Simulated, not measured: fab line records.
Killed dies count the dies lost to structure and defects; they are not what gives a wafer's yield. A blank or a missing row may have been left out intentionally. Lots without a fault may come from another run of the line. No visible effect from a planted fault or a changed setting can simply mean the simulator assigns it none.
The tool behind it: which one? | flow nand harc | 13 lots, 37 wafers sampled, at 2 steps of a route of 1159

WHAT THE GAUGES READ, wafer by wafer
NHARC_A_SLIT_OVL_MEAS_10.
lot  | measured     | on         | overlay x nm (nm) | overlay y nm (nm)
L728 | day 13 19:57 | overlay-02 | -0.9 -0.9 -0.9    | -1.2 -0.6 -1.1
L729 | day 14 21:03 | overlay-02 | -0.1 0.3 -0.2     | -1.1 -0.5 -0.7
L731 | day 14 21:13 | overlay-02 | -1.1 -1.3 -1.5    | 2.7 2.3 2.9
L730 | day 14 21:22 | overlay-02 | 0.8 0.6 0.5       | 0.1 0.1 0.6
L737 | day 16 22:43 | overlay-02 | -1.3 -2.1         | 1.0 1.3
L742 | day 17 23:14 | overlay-02 | -0.1 0.6 0.1      | -0.2 0.4 0.3
L740 | day 17 23:23 | overlay-02 | -0.9 -0.5         | 1.0 0.7
L743 | day 17 23:32 | overlay-02 | -0.6 -0.3 -0.8    | -1.1 -0.4 -0.4
L744 | day 19 04:33 | overlay-02 | 0.0 0.5 0.2       | -1.0 -0.1 -0.6
L748 | day 19 09:14 | overlay-01 | 0.2 0.4 0.2       | 0.0 0.1 0.0
L749 | day 19 09:24 | overlay-01 | 0.4 -0.1 0.0      | 0.8 0.3 0.0
L750 | day 19 10:24 | overlay-01 | 0.6 1.3 0.9       | 0.1 -0.1 0.3
L751 | day 19 11:23 | overlay-01 | 1.1 0.9 1.2       | -0.4 -0.1 -0.1

NHARC_A_SIN_REMOVE_INSPECT_04.
lot  | measured     | on                | raw defect count
L728 | day 14 11:16 | defect inspect-01 | 244 228 224
L729 | day 15 08:15 | defect inspect-01 | 287 290 304
L731 | day 15 08:15 | defect inspect-02 | 193 322 312
L730 | day 15 08:17 | defect inspect-01 | 243 199 250
L737 | day 17 09:26 | defect inspect-01 | 300 333
L742 | day 18 10:21 | defect inspect-01 | 427 355 371
L740 | day 18 10:22 | defect inspect-02 | 254 369
L743 | day 18 10:23 | defect inspect-02 | 262 306 361
L744 | day 19 15:43 | defect inspect-02 | 351 375 399
L748 | day 19 23:17 | defect inspect-02 | 325 244 497
L749 | day 19 23:18 | defect inspect-01 | 268 257 255
L750 | day 20 02:38 | defect inspect-02 | 508 333 338
L751 | day 20 02:39 | defect inspect-02 | 348 450 468

TOOL THAT RAN EACH LOT (tool first, then ch and the chambers of the sampled wafers, then the start)
Before these readings, the record contains no process step.

WHAT THE TOOLS THEMSELVES READ (means of the sampled wafers that have a number; where no wafer has one, the mark that the record gives instead)
The record holds no such reading with a usual standard deviation.

THE ANSWER, worked out from the rows above alone
Rule: the usual values come from the lots themselves. The widest of any qualifying gaps counts: lots, ordered by their means at a reading, are off when they make up no more than a third of the lots, leave a main group of 4 or more, and stand apart from it by 3 or more times the standard deviation of that group's means. A main group whose means are all the same, to the digits that the tables above print for the reading, isn't used. A lot without any number at a reading at which 4 lots or more have one is off too. Any other lot the step has rows for is counted as sound. Order of review: gauges by route order, followed by the tools' own readings, for which a lot's mean as printed above is used. At the first step where some lot is off, the reading lying furthest off is the one used; lots without a number count as furthest.
Across all readings shown, no lot is off: no conclusion can be drawn from this.

WHAT THE SIMULATOR HAD INSERTED
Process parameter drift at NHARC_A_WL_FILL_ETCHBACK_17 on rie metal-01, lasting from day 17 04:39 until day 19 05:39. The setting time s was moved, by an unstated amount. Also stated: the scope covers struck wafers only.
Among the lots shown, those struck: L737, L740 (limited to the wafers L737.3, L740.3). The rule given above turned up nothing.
